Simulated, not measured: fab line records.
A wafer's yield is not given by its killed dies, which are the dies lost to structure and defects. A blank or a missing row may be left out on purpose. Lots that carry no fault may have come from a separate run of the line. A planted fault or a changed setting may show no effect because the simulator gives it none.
A struck lot beside a sound one | flow n5 finfet | 35 out of 1938 route steps
Sound: wafers L759.1, L759.2, L759.5. Wafers L765.2, L765.4, L765.5 were the ones struck. Last of all comes the cause.
Order at every step that has rows: each side's tool, ch and its chambers, its first start. Under that, the readings that differ: sound wafers | struck wafers | difference of the means | sigmas: that difference in standard deviations of wafers without a fault.
alike: readings whose means differ by less than 2 such deviations, and words and numbers that are the same on both sides. not compared: withheld readings, readings that some wafer has no value for, bounds like >300 that may hide the same value, and numbers for which the record gives no deviation and whose values overlap.
A row with sigmas, a row that says differs or no value, or rows on one side alone: a step with any of these is where the two part. Numbers that have no deviation but don't overlap get no sigmas and don't part them. A reading that every wafer of one side lacks parts them only if that side has two wafers or more.

first, 12 steps without rows for these wafers: N5_BEOL_M4_ANNEAL_82 (time 240 s); N5_BEOL_M4_SPUTTER_86 (material Cu, target thk 4.5 nm, time 8.29 s); N5_BEOL_M4_ANNEAL_87 (time 240 s); N5_BEOL_M4_SPUTTER_88 (material Cu, target thk 4.5 nm, time 8.29 s); N5_BEOL_M4_ANNEAL_89 (time 240 s); N5_BEOL_M4_SPUTTER_90 (material Cu, target thk 4.5 nm, time 8.29 s); N5_BEOL_M4_ANNEAL_91 (time 240 s); N5_BEOL_M4_SPUTTER_92 (material Cu, target thk 4.5 nm, time 8.29 s); N5_BEOL_M4_ANNEAL_93 (time 240 s); N5_BEOL_M4_SPUTTER_94 (material Cu, target thk 4.5 nm, time 8.29 s); N5_BEOL_M4_ANNEAL_95 (time 240 s); N5_BEOL_M4_SPUTTER_96 (material Cu, target thk 4.5 nm, time 8.29 s).
N5_BEOL_M4_ECD_50: material Cu, target thk 300 nm.
  sound on ecd cu-02 ch 0,1, day 12 07:58; struck on ecd cu-02 ch 0,1, day 14 04:41
then, 21 steps without rows for these wafers: N5_BEOL_M4_ANNEAL_51 (time 90 s); N5_BEOL_M4_CMP_52 (polishes, stops on SiOC, t overpolish 6.8 s, target thk 40 nm); N5_BEOL_M4_PRE_CLEAN_60 (time 15 s); N5_BEOL_M4_CO_CAP_55 (material Co, precursor CCTBA/H2, target thk 2 nm, time 102.1 s); N5_BEOL_M4_PRE_CLEAN_56 (time 15 s); N5_BEOL_M4_DEP_57 (deposits SiCN from 3MS/NH3, target thk 8 nm, time 14 s); N5_BEOL_M5_ILD_DEP_00 (deposits SiCOH lowk from DEMS/porogen, target thk 140.64 nm, time 25.9 s); N5_BEOL_M5_CURE_79 (cures SiCOH lowk, time 240 s); N5_BEOL_M5_PECVD_70 (deposits SiO2 from TEOS/O2, target thk 16 nm, time 18 s); N5_BEOL_M5_HM_DEP_02 (deposits TiN, target thk 20 nm); N5_BEOL_M5_COAT_59 (time 60 s, resist thk 60 nm); N5_BEOL_M5_COAT_60 (time 60 s, resist thk 12 nm); N5_BEOL_M5_COAT_71 (time 60 s, resist thk 5 nm); N5_BEOL_M5_COAT_05 (resist thk 30 nm); N5_BEOL_M5_EBR_07; N5_BEOL_M5_SOFTBAKE_06 (time 60 s); N5_BEOL_M5_EXPOSE_08 (exposes mask M5, target cd 28 nm); N5_BEOL_M5_PEB_09 (peb time 60 s); N5_BEOL_M5_DEVELOP_10 (develop time 30 s); N5_BEOL_M5_DESCUM_16 (chemistry O2, time 7 s); N5_BEOL_M5_ETCH_72 (etches underlayer in N2/H2, target depth 6.5 nm, time 5.2 s).
-- the record jumps here: 5 days lie between the struck wafers' starts before and after (it left off in module BEOL_M5 and takes up again in module PASSIVATION, whose first step shown is number 1936 of the route) --
N5_PASSIVATION_PROBE_49:
  sound on prober-02 at day 16 21:35; struck on prober-02 at day 18 19:35
  reading                  | sound          | struck         | difference | sigmas
  defect limited yield (%) | 90.8 89.3 92.7 | 70.2 66.9 69.2 | -22.2      | -16
  killed_at_M4_up          | 18 21 15       | 290 317 273    | +275       | +46
  killed dies              | 108 126 86     | 352 391 363    | +262       | +15
  killed on rim            | 8 22 9         | 39 50 45       | +32        | +8
  sort_bin_5_function (%)  | 5.1 6.4 4.4    | 18.5 19.7 18.1 | +13.5      | +14
  sort_bin_6_memory (%)    | 3.9 3.9 2.7    | 9.5 11.7 10.3  | +7.0       | +11
  sort n pass              | 1072 1054 1094 | 828 789 817    | -262       | -15
  sort yield pct (%)       | 90.8 89.3 92.7 | 70.2 66.9 69.2 | -22.2      | -16
  alike: killed_at_M0_to_M3, killed at contacts, killed at front end, killed at other, killed open, killed short

## WHERE THEY PART
Within this record, at N5_PASSIVATION_PROBE_49 only.

WHY: what had been put in by the simulator
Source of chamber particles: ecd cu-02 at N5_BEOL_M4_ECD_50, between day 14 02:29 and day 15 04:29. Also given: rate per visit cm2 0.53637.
